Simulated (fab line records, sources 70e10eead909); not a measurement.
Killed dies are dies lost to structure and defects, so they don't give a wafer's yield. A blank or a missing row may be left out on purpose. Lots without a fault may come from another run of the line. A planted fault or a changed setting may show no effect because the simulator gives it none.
fab line records | flow nand_harc
record lots=6 wafers=18 last_day=24
route steps=1159 shown A_CHANNEL_HOLE_D1@456 END@1159
lots that met no fault: from a run of the same line without faults
start_h: hours from the record's first day to the start of the lot's first wafer shown | wait_h: hours since the lot's step before | " the same as in the row above | L1.1+2: a row that stands for several wafers | - no value, or no start given | * or withheld: withheld | < > ~ a bound
route shown NAME@n: a module of which the file shows steps, and the number in the route of the first | usual: mean/standard deviation of fault-free wafers | same: alike in all rows | chamber/n: place in a boat | sites: the reading at each site | _std_site: their standard deviation | _edge_site: outer sites' mean less inner sites' | radius_mm: how far each site lies from the wafer's centre | mask NAME#n: copy n | behind: the tool/chamber that last shaped the wafer | hold: why the lot was held/for how many hours/how that ended | device: the transistor (n, p or np) that didn't switch | end of line: the same wafers' tests at the end of the route | a step without rows: its recipe alone | killed: dies lost to structure and defects at the first sort, not the wafer's yield | map: a wafer's dies, x killed, . not, _ none there
set.NAME: the setting as run; set.NAME@STEP: as run at that earlier step | model.NAME: the simulator's own value behind a step, which no gauge read
lots at some steps of the route; a table a step, a row a wafer
services: from which hour (start_h, from the record's first day; less than 0 if before it) a tool's chamber was out of use, for how many hours, and why
## steps
# step NHARC_A_CHANNEL_HOLE_D1_COAT_04
# recipe spin_rpm=1500 resist_thk_nm=90
# step NHARC_A_CHANNEL_HOLE_D1_SOFTBAKE_05
# recipe temp_c=105 time_s=55
# step NHARC_A_CHANNEL_HOLE_D1_EBR_06
# step NHARC_A_CHANNEL_HOLE_D1_EXPOSE_07
# recipe na=1.35 target_cd_nm=100 sigma_outer=0.3 dose_mj=59.65 mask_id=HOLE_D1
# step NHARC_A_CHANNEL_HOLE_D1_PEB_08
# recipe peb_temp_c=100 peb_time_s=65
# step NHARC_A_CHANNEL_HOLE_D1_DEVELOP_09
# recipe develop_time_s=35 dev_temp_c=23
# step NHARC_A_CHANNEL_HOLE_D1_CD_MEAS_10
# recipe target_cd_nm=100 landing_energy_ev=500
# usual cd_nm=100.0/0.5
# columns lot.wafer tool chamber start_h wait_h cd_nm
L342.1 cd_sem-02 0 185.75 - 99.8
L342.4 " 0 " " 100.2
L342.5 " 0 " " 99.4
L344.1 cd_sem-03 0 195.07 - 100.2
L344.3 " 0 " " 100.3
L344.4 " 0 " " 100.1
L353.2 cd_sem-01 0 247.19 - 99.5
L353.4 " 0 " " 99.8
L353.6 " 0 " " 99.7
L351.3 cd_sem-03 0 271.64 - 100.4
L351.4 " 0 " " 100.0
L351.6 " 0 " " 100.2
L354.1 cd_sem-01 0 271.82 - 100.3
L354.2 " 0 " " 100.1
L354.5 " 0 " " 100.6
L363.1 cd_sem-02 0 313.14 - 99.6
L363.2 " 0 " " 100.0
L363.3 " 0 " " 99.3
# step NHARC_A_CHANNEL_HOLE_D1_OVL_MEAS_11
# usual overlay_x_nm=-0.1/0.88 overlay_y_nm=0.0/0.91
# columns lot.wafer tool chamber start_h wait_h overlay_x_nm overlay_y_nm
L342.1 overlay-01 - 185.84 - 0.0 1.0
L342.4 " - " " 0.0 0.3
L342.5 " - " " 0.2 0.8
L344.1 overlay-01 - 195.16 - -0.3 0.8
L344.3 " - " " -0.7 1.0
L344.4 " - " " -0.4 1.1
L353.2 overlay-01 - 247.27 - 0.1 0.7
L353.4 " - " " -0.2 1.6
L353.6 " - " " 0.1 1.2
L351.3 overlay-01 - 271.73 - -2.1 -1.3
L351.4 " - " " -1.6 -0.1
L351.6 " - " " -2.0 -0.8
L354.1 overlay-02 - 271.92 - -0.2 0.6
L354.2 " - " " -0.6 -0.2
L354.5 " - " " -0.6 0.4
L363.1 overlay-02 - 313.23 - 0.9 -0.7
L363.2 " - " " 0.4 0.0
L363.3 " - " " 0.9 -0.6
# step NHARC_A_CHANNEL_HOLE_D1_INSPECT_12
# usual raw_defect_count=5.4/2.5
# columns lot.wafer tool chamber start_h wait_h raw_defect_count
L342.1 defect_inspect-01 - 185.87 0.0 5
L342.4 " - " " 6
L342.5 " - " " 5
L344.1 defect_inspect-02 - 195.19 0.0 7
L344.3 " - " " 5
L344.4 " - " " 7
L353.2 defect_inspect-02 - 247.31 0.0 3
L353.4 " - " " 10
L353.6 " - " " 2
L351.3 defect_inspect-01 - 271.77 0.0 10
L351.4 " - " " 6
L351.6 " - " " 13
L354.1 defect_inspect-02 - 271.97 0.1 5
L354.2 " - " " 8
L354.5 " - " " 11
L363.1 defect_inspect-01 - 313.27 0.0 11
L363.2 " - " " 5
L363.3 " - " " 7
# step NHARC_A_CHANNEL_HOLE_D1_DESCUM_15
# recipe time_s=3 o2_flow_sccm=200 ar_flow_sccm=0 bias_power_w=0 chemistry=O2
# usual drypump_motor_current_A=5.6/0.3 oes_product_au=0.999/0.01 rf_vpp_V=57.9/0.91 showerhead_plenum_p_Torr=1.94/0.081 throttle_valve_pct=11.311/0.01
# columns lot.wafer tool chamber start_h wait_h drypump_motor_current_A oes_product_au rf_hours_counter_h rf_vpp_V showerhead_plenum_p_Torr throttle_valve_pct
L342.1 rie_diel-12 2 185.94 0.1 5.3 1.014 10 57.9 2.01 11.310
L342.4 " 0 " " 5.9 1.031 9 57.0 1.81 11.317
L342.5 " 2 " " 5.3 1.007 - 58.0 2.01 11.314
L344.3 rie_diel-08 2 195.27 0.1 5.3 1.001 3 57.7 1.85 11.317
L344.1 " 3 " " 6.0 1.008 3 58.7 2.03 11.308
L344.4 " 2 " " 5.3 1.004 - 58.1 1.85 11.296
L353.2 rie_diel-12 1 247.37 0.1 5.8 1.003 2 58.4 1.93 11.299
L353.4 " 2 " " 5.3 0.984 2 57.9 2.01 11.316
L353.6 " 2 " " 5.3 0.984 - 56.5 2.01 11.296
L351.4 rie_diel-12 2 271.84 0.1 5.3 0.991 4 59.2 2.01 11.302
L351.3 " 3 " " 5.2 1.001 4 57.7 1.91 11.306
L351.6 " 1 " " 5.8 1.000 - 57.6 1.93 11.314
L354.2 rie_diel-08 2 272.04 0.1 5.3 1.007 8 57.5 1.85 11.311
L354.1 " 3 " " 6.0 0.980 8 57.9 2.03 11.295
L354.5 " 2 " " 5.3 1.001 - 57.2 1.85 11.310
L363.3 rie_diel-04 2 313.33 0.1 6.0 1.004 1 58.1 1.92 11.323
L363.1 " 0 " " 5.8 0.999 1 57.7 1.91 11.317
L363.2 " 1 " " 5.1 0.991 1 58.5 2.05 11.325
# step NHARC_A_CHANNEL_HOLE_D1_ETCH_38
# recipe target_depth_a=390 over_etch_frac=0.3 time_s=65 ion_energy_ev=80 cf4_flow_sccm=150 ar_flow_sccm=0 rf_w=300 bias_w=100 chemistry=CF4
# usual bias_w=100.0/0.34 cf4_flow_sccm=149.9/0.47 drypump_motor_current_A=5.6/0.31 oes_product_au=1.001/0.0095 rf_vpp_V=151.5/1.2 showerhead_plenum_p_Torr=1.79/0.07 throttle_valve_pct=13.285/0.0093
# columns lot.wafer tool chamber start_h wait_h bias_w cf4_flow_sccm drypump_motor_current_A oes_product_au rf_hours_counter_h rf_vpp_V showerhead_plenum_p_Torr throttle_valve_pct
L342.4 rie_diel-12 0 186.03 0.1 99.7 149.1 5.9 1.020 9 148.7 1.68 13.288
L342.1 " 2 " " 100.3 150.7 5.3 0.990 10 152.0 1.85 13.274
L342.5 " 0 " " 100.0 149.9 5.9 1.014 - 150.0 1.68 13.292
L344.1 rie_diel-08 2 195.36 0.1 99.7 150.2 5.3 1.000 3 151.3 1.72 13.283
L344.3 " 3 " " 99.3 150.0 6.1 1.007 3 153.4 1.87 13.309
L344.4 " 0 " " 99.8 150.2 5.6 1.006 4 153.4 1.90 13.289
L353.2 rie_diel-12 3 247.45 0.1 100.1 150.2 5.2 1.002 3 151.7 1.77 13.275
L353.4 " 1 " " 100.0 149.2 5.8 0.987 2 153.4 1.79 13.283
L353.6 " 3 " " 100.1 150.3 5.2 1.000 - 151.7 1.77 13.287
L351.4 rie_diel-12 1 271.91 0.1 100.0 149.2 5.8 1.005 3 152.0 1.79 13.285
L351.3 " 3 " " 100.2 150.3 5.2 0.995 4 151.3 1.77 13.290
L351.6 " 1 " " 100.0 149.5 5.8 1.014 - 150.3 1.79 13.284
L354.2 rie_diel-08 0 272.13 0.1 100.3 149.5 5.6 1.007 8 152.5 1.90 13.274
L354.1 " 1 " " 100.4 150.3 5.6 0.982 8 152.9 1.77 13.297
L354.5 " 3 " " 100.1 149.6 6.0 0.993 - 153.6 1.87 13.276
L363.2 rie_diel-04 1 313.42 0.1 100.3 149.8 5.1 0.984 1 151.1 1.88 13.279
L363.3 " 2 " " 100.4 149.9 6.0 1.013 1 151.0 1.78 13.287
L363.1 " 3 " " 100.3 149.9 5.4 1.000 1 150.0 1.68 13.279
# step NHARC_A_CHANNEL_HOLE_D1_ETCH_39
# recipe target_depth_a=2600 over_etch_frac=0.3 time_s=325 ion_energy_ev=200 n2_flow_sccm=150 h2_flow_sccm=150 ar_flow_sccm=0 rf_w=400 bias_w=150 chemistry=N2/H2
# usual bias_w=149.9/0.44 drypump_motor_current_A=5.6/0.31 oes_product_au=1.002/0.01 rf_vpp_V=431.2/2.5 showerhead_plenum_p_Torr=2.07/0.09 throttle_valve_pct=14.171/0.0085
# columns lot.wafer tool chamber start_h wait_h bias_w drypump_motor_current_A oes_product_au rf_hours_counter_h rf_vpp_V showerhead_plenum_p_Torr throttle_valve_pct
L342.4 rie_diel-12 3 - - 150.1 5.2 1.014 9 429.9 2.04 14.163
L342.1 " 0 " " 151.0 5.9 1.030 9 428.7 1.93 14.183
L342.5 " 3 " " 149.7 5.2 1.030 - 430.6 2.04 14.160
L344.1 rie_diel-08 0 - - 150.2 5.6 1.007 4 435.8 2.20 14.159
L344.3 " 1 " " 149.4 5.5 0.989 4 429.2 2.05 14.171
L344.4 " 2 " " 149.6 5.3 1.003 4 427.8 1.97 14.171
L353.4 rie_diel-12 2 - - 149.9 5.3 0.994 3 432.4 2.14 14.168
L353.2 " 1 " " 150.0 5.8 1.000 2 430.9 2.06 14.179
L353.6 " 2 " " 149.6 5.3 0.992 - 432.5 2.14 14.168
L351.4 rie_diel-12 0 - - 149.2 5.9 1.002 4 427.5 1.93 14.183
L351.3 " 1 " " 150.3 5.8 0.994 3 432.2 2.06 14.175
L351.6 " 0 " " 149.7 5.9 1.000 - 427.9 1.93 14.158
L354.2 rie_diel-08 0 - - 149.6 5.6 1.006 8 434.4 2.20 14.156
L354.1 " 2 " " 149.5 5.3 1.007 8 427.8 1.97 14.176
L354.5 " 3 " " 149.3 6.0 0.992 - 433.3 2.17 14.166
L363.3 rie_diel-04 2 - - 149.4 6.0 1.016 1 432.1 2.05 14.188
L363.2 " 0 " " 149.5 5.8 1.000 1 431.1 2.04 14.169
L363.1 " 1 " " 150.5 5.1 1.000 1 433.2 2.18 14.171
# step NHARC_A_CHANNEL_HOLE_D1_ETCH_34
# recipe target_depth_a=1540 time_s=77 cf4_flow_sccm=100 chf3_flow_sccm=30 ar_flow_sccm=0 rf_w=500 bias_w=200 chemistry=CF4/CHF3
# usual bias_w=200.0/0.58 cf4_flow_sccm=100.0/0.3 drypump_motor_current_A=5.59/0.29 oes_product_au=0.939/0.023 rf_vpp_V=371.0/2.2 showerhead_plenum_p_Torr=1.59/0.062 throttle_valve_pct=16.802/0.0094
# columns lot.wafer tool chamber start_h wait_h bias_w cf4_flow_sccm drypump_motor_current_A oes_product_au rf_hours_counter_h rf_vpp_V showerhead_plenum_p_Torr throttle_valve_pct model.A_CHANNEL_HOLE_D1.cd_nm
L342.4 rie_diel-12 1 186.37 - 200.7 100.2 5.79 0.924 10 371.3 1.59 16.803 101.7
L342.1 " 3 " " 200.0 99.8 5.23 0.922 10 372.3 1.58 16.810 100.6
L342.5 " 1 " " 199.7 100.3 5.82 0.930 - 371.7 1.59 16.812 100.5
L344.3 rie_diel-08 2 195.70 - 200.7 99.5 5.34 0.922 4 369.5 1.52 16.805 100.3
L344.4 " 0 " " 201.1 100.2 5.59 0.931 4 374.6 1.69 16.802 99.21
L344.1 " 1 " " 200.5 100.3 5.52 0.904 4 370.8 1.58 16.805 95.98
L353.2 rie_diel-12 1 247.80 - 199.0 100.0 5.80 1.238 2 371.0 1.59 16.803 101
L353.4 " 3 " " 199.9 100.1 5.20 1.273 3 369.2 1.57 16.788 103.5
L353.6 " 0 " " 200.0 100.9 5.89 1.274 - 369.6 1.50 16.807 101.7
L351.3 rie_diel-12 0 272.27 - 200.1 100.0 5.91 1.166 4 368.5 1.50 16.785 103.2
L351.4 " 1 " " 199.5 99.8 5.83 1.172 4 371.0 1.59 16.813 101.9
L351.6 " 2 " " 200.1 100.0 5.33 1.163 - 372.3 1.64 16.792 101.4
L354.2 rie_diel-08 3 272.47 - 199.6 99.9 6.00 0.927 9 373.5 1.66 16.803 97.49
L354.1 " 1 " " 199.6 100.0 5.53 0.913 8 371.1 1.58 16.791 98.03
L354.5 " 3 " " 200.1 99.4 6.00 0.930 - 373.1 1.66 16.806 100.8
L363.3 rie_diel-04 0 313.77 - 199.8 99.6 5.78 0.977 1 371.5 1.57 16.797 98.21
L363.1 " 1 " " 199.3 99.7 5.10 0.964 1 373.3 1.68 16.806 96.9
L363.2 " 2 " " 200.5 100.2 5.99 0.970 1 370.2 1.58 16.820 101.9
# step NHARC_A_CHANNEL_HOLE_D1_ETCH_16
# recipe target_depth_a=31000 over_etch_frac=0.3 time_s=806 ion_energy_ev=150 o2_flow_sccm=400 cos_flow_sccm=20 ar_flow_sccm=0 rf_w=500 bias_w=300 chemistry=O2/COS
# usual bias_w=300.0/0.97 drypump_motor_current_A=5.61/0.3 oes_product_au=1.001/0.011 rf_vpp_V=314.6/1.9 showerhead_plenum_p_Torr=3.15/0.13 throttle_valve_pct=28.330/0.009
# columns lot.wafer tool chamber start_h wait_h bias_w drypump_motor_current_A oes_product_au rf_hours_counter_h rf_vpp_V showerhead_plenum_p_Torr throttle_valve_pct model.A_CHANNEL_HOLE_D1.cd_nm
L342.1 rie_diel-12 2 - - 300.3 5.34 0.996 10 316.4 3.27 28.331 100.8
L342.4 " 0 " " 300.3 5.92 1.023 10 314.0 2.97 28.321 104.9
L342.5 " 3 " " 300.7 5.23 0.996 - 314.6 3.13 28.336 101.5
L344.3 rie_diel-08 3 - - 301.0 6.00 1.002 3 317.6 3.30 28.321 100.7
L344.4 " 0 " " 301.5 5.58 1.023 4 317.3 3.35 28.326 100.7
L344.1 " 1 " " 298.8 5.55 0.999 4 314.2 3.13 28.339 95.42
L353.4 rie_diel-12 1 - - 301.2 5.86 1.003 2 312.0 3.15 28.314 105.5
L353.2 " 3 " " 299.9 5.23 1.003 3 313.3 3.12 28.323 102.4
L353.6 " 0 " " 298.7 5.88 0.999 - 311.5 2.97 28.327 102.2
L351.3 rie_diel-12 1 - - 300.8 5.84 0.994 4 316.2 3.15 28.314 104.9
L351.4 " 3 " " 299.2 5.22 1.011 4 314.4 3.12 28.335 101.8
L351.6 " 1 " " 300.5 5.85 0.999 - 314.2 3.15 28.324 102.6
L354.1 rie_diel-08 1 - - 301.3 5.58 0.978 9 313.5 3.13 28.326 99.42
L354.2 " 3 " " 301.0 6.02 0.996 9 316.5 3.30 28.320 98.02
L354.5 " 2 " " 300.0 5.34 1.009 - 313.8 3.02 28.328 101.4
L363.2 rie_diel-04 3 - - 300.5 5.42 1.002 2 312.7 2.96 28.321 101.8
L363.3 " 0 " " 300.2 5.80 0.998 1 313.8 3.12 28.335 98.95
L363.1 " 2 " " 299.8 6.06 1.016 2 315.7 3.14 28.341 93.66
# step NHARC_A_CHANNEL_HOLE_D1_CD_MEAS_18
# usual cd_nm=99.4/2.1
# columns lot.wafer tool chamber start_h wait_h cd_nm
L342.1 cd_sem-03 - 187.04 - 100.7
L342.4 " - " " 104.8
L342.5 " - " " 101.4
L344.1 cd_sem-03 - 196.37 - 95.5
L344.3 " - " " 100.5
L344.4 " - " " 100.7
L353.2 cd_sem-01 - 248.47 - 102.4
L353.4 " - " " 105.0
L353.6 " - " " 102.1
L351.3 cd_sem-03 - 272.95 - 104.9
L351.4 " - " " 102.0
L351.6 " - " " 103.0
L354.1 cd_sem-01 - 273.14 - 99.6
L354.2 " - " " 97.8
L354.5 " - " " 101.4
L363.1 cd_sem-01 - 314.44 - 93.5
L363.2 " - " " 101.7
L363.3 " - " " 99.1
# step NHARC_END_SORT_01
# recipe temp_c=25
# usual killed_at_array=25/9.5 killed_at_other=0.8/1.2 killed_at_periphery=3.4/2.2 killed_dies=29/10 killed_open=3.3/1.8 killed_short=2.1/1.4
# same gross_dies=677
# columns lot.wafer tool chamber start_h wait_h killed_at_array killed_at_other killed_at_periphery killed_dies killed_open killed_short
L354.1 prober-01 0 545.62 2.4 21 0 3 24 2 2
L354.2 prober-01 0 546.43 2.8 26 2 2 30 5 1
L354.5 prober-01 0 548.85 3.7 23 3 2 28 2 4
# killed by level:class
L354.1 A_CHANNEL_HOLE_D1:chamber_film_flake=13 P_GATE:chamber_film_flake=2 A_STAIRCASE:chamber_film_flake=2 A_WL_FILL:chamber_film_flake=2 P_GATE:geometric_particle:open=1 A_SOURCE_PLATE:geometric_particle:short=1 A_CHANNEL_HOLE_D1:geometric_particle:open=1 A_M0:geometric_particle:short=1
L354.2 A_CHANNEL_HOLE_D1:chamber_film_flake=18 A_CONTACT:geometric_particle:open=2 A_M0:geometric_particle:open=2 A_CONTACT:chamber_film_flake=2 THIN_TSV:chamber_film_flake=2 P_M1:geometric_particle:open=1 A_CONTACT:geometric_particle:short=1 P_GATE:chamber_film_flake=1
L354.5 A_CHANNEL_HOLE_D1:chamber_film_flake=13 A_ZERO_WELL:chamber_film_flake=3 THIN_TSV:chamber_film_flake=3 P_CONTACT:geometric_particle:open=1 A_CHANNEL_FILL_D1:geometric_particle:short=1 A_SGD_CUT:geometric_particle:short=1 A_SLIT:geometric_particle:short=1 A_CONTACT:geometric_particle:short=1
## services
# columns tool chamber start_h hours kind
rie_diel-08 - 171.33 1.3 repair
rie_diel-12 0 181.68 - clean
rie_diel-12 1 181.68 - clean
rie_diel-12 2 181.68 - clean
rie_diel-12 3 181.68 - clean
rie_diel-08 1 191.92 3.4 repair
rie_diel-12 - 202.40 9.0 pm
rie_diel-12 0 202.40 9.0 vent_cycle
rie_diel-12 1 202.40 11.1 vent_cycle
rie_diel-12 2 202.40 9.0 vent_cycle
rie_diel-12 3 202.40 9.0 vent_cycle
rie_diel-04 2 208.75 4.9 repair
rie_diel-12 0 211.40 - clean
rie_diel-12 2 211.40 - clean
rie_diel-12 3 211.40 - clean
rie_diel-08 0 225.39 8.6 repair
rie_diel-12 0 235.90 - clean
rie_diel-12 1 235.90 - clean
rie_diel-12 2 235.90 - clean
rie_diel-12 3 235.90 - clean
rie_diel-08 0 251.58 8.4 repair
rie_diel-04 3 275.71 4.1 repair
rie_diel-04 - 288.90 9.0 pm
rie_diel-08 - 301.80 9.0 pm
## key
first_sign step=NHARC_A_CHANNEL_HOLE_D1_ETCH_34 reading=oes_product_au direction=up sigmas=12 usual=0.939 struck=1.214
effect step=NHARC_A_CHANNEL_HOLE_D1_CD_MEAS_18 reading=cd_nm direction=up sigmas=1.8 usual=99.4 struck=103.2
model_effect step=NHARC_A_CHANNEL_HOLE_D1_ETCH_34 value=A_CHANNEL_HOLE_D1.cd_nm without=98.53 struck=102.1
model_effect step=NHARC_A_CHANNEL_HOLE_D1_ETCH_16 value=A_CHANNEL_HOLE_D1.cd_nm without=99.63 struck=103.2
met_at NHARC_A_CHANNEL_HOLE_D1_ETCH_34
struck_wafers L351.3,L351.4,L351.6,L353.2,L353.4,L353.6
tester_left_out L351,L353
onset_between 186.37 247.80
fault kind=process_parameter_drift tool=rie_diel-12 chamber=- onset_h=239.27 steps=NHARC_A_CHANNEL_HOLE_D1_ETCH_34 channel=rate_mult offset=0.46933 shape=step end_h=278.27
# tester_left_out: of these lots the tester's yield and bins aren't shown, on N5 and GAA mostly nor the transistor test; their killed dies are dies lost to structure and defects alone, not to doping, threshold or leakage, so they don't give the yield
